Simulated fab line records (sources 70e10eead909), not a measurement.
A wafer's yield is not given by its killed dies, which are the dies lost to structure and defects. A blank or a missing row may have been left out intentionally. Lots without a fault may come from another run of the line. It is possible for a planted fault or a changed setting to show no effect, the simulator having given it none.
Chamber matching + flow nand_harc + cmp-01 running NHARC_A_CHANNEL_FILL_D2_CMP_10: 4 sister chambers
The step polishes, target thk 150 nm. 4 wafers are shown with their chamber, then 8 later ones without.

WAFERS WITH THEIR CHAMBER
| wafer  | chamber | motor_current_A (A) |
|--------|---------|---------------------|
| L075.2 | 1       | 9.8                 |
| L088.1 | 0       | 11.8                |
| L088.6 | 2       | 10.9                |
| L091.1 | 3       | 10.6                |

WAFERS WITH NO CHAMBER GIVEN
| wafer  | motor_current_A (A) |
|--------|---------------------|
| L091.5 | 9.8                 |
| L091.6 | 12.9                |
| L092.1 | 10.7                |
| L092.3 | 10.0                |
| L092.4 | 12.3                |
| L095.2 | 10.8                |
| L095.3 | 10.6                |
| L095.6 | 12.6                |

CHAMBER TAKEN BY EACH
| wafer  | from the rows above               | in truth |
|--------|-----------------------------------|----------|
| L091.5 | can't be placed: 1 or 3           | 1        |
| L091.6 | can't be placed: 0 or 2           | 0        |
| L092.1 | can't be placed: 3 or 2 or 1 or 0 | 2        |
| L092.3 | can't be placed: 1 or 3 or 2      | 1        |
| L092.4 | can't be placed: 0 or 2           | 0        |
| L095.2 | can't be placed: 2 or 3 or 0 or 1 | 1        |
| L095.3 | can't be placed: 3 or 2 or 1      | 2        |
| L095.6 | can't be placed: 0 or 2           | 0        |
Placed correctly: 0 of 8. These rows do not allow placing 8 (true chamber among the candidates in 8). Placed wrongly: 0.
How it was worked out, from the rows above alone: a wafer's distance from a chamber is the root of the sum, over the readings, of the square of ((its reading less the chamber's mean) divided by the reading's scatter). If the next closest chamber is less than 2 further off than the closest, the wafer can't be placed; otherwise it belongs to the closest. For every chamber, the mean is computed from those of its wafers that are shown. The scatter (one wafer shown for each chamber): square how far every hidden wafer sits from the nearest shown wafer, average those squares and take the square root.
